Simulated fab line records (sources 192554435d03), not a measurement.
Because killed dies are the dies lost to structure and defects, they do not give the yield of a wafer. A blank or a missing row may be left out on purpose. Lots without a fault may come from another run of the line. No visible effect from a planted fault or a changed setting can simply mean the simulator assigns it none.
Matching of chambers | flow n5 finfet | rie si-06 running N5_FIN_SAQP_MANDREL_ETCH_22: 4 sister chambers
The step etches a-Si in HBr/Cl2, stops on SiNx, target depth 60 nm, bt time 10 s, time 30 s. 8 wafers are shown with their chamber, then 12 later ones without.

## WAFERS WITH THEIR CHAMBER
wafer  | chamber | throttle valve pct (%) | oes product au (a.u.)
L082.3 | 2       | 35.18                  | 0.753
L083.1 | 3       | 35.71                  | 0.751
L084.1 | 3       | 35.70                  | 0.755
L084.3 | 1       | 35.03                  | 0.781
L084.4 | 0       | 35.45                  | 0.774
L091.1 | 1       | 35.02                  | 0.777
L091.2 | 0       | 35.47                  | 0.739
L091.4 | 2       | 35.19                  | 0.752

## WAFERS MISSING THEIR CHAMBER
wafer  | throttle valve pct (%) | oes product au (a.u.)
L092.1 | 35.74                  | 0.735
L092.2 | 35.03                  | 0.783
L092.6 | 35.49                  | 0.743
L093.1 | 35.48                  | 0.750
L093.3 | 35.69                  | 0.740
L093.6 | 34.99                  | 0.797
L094.1 | 35.46                  | 0.763
L094.3 | 34.98                  | 0.794
L094.4 | 35.15                  | 0.752
L096.1 | 35.47                  | 0.757
L096.5 | 35.69                  | 0.760
L096.6 | 35.47                  | 0.748

## WHICH CHAMBER EACH WENT THROUGH
wafer  | from the rows above | in truth
L092.1 | 3                   | 3
L092.2 | 1                   | 1
L092.6 | 0                   | 0
L093.1 | 0                   | 0
L093.3 | 3                   | 3
L093.6 | 1                   | 1
L094.1 | 0                   | 0
L094.3 | 1                   | 1
L094.4 | 2                   | 2
L096.1 | 0                   | 0
L096.5 | 3                   | 3
L096.6 | 0                   | 0
12 of 12 placed correctly. Can't be placed from these rows: 0. 0 placed wrongly.
How it was worked out, from the rows above alone: a wafer's distance from a chamber is the root of the sum, over the readings, of the square of ((its reading less the chamber's mean) divided by the reading's scatter). The wafer belongs to the nearest chamber; if the next one is less than 2 further off, it can't be placed. Each chamber's mean is taken over the wafers shown for it. How the scatter is found: for the shown wafers, subtract from each reading the mean of its chamber, square and add these, divide the total by (wafers less chambers), then take the root.
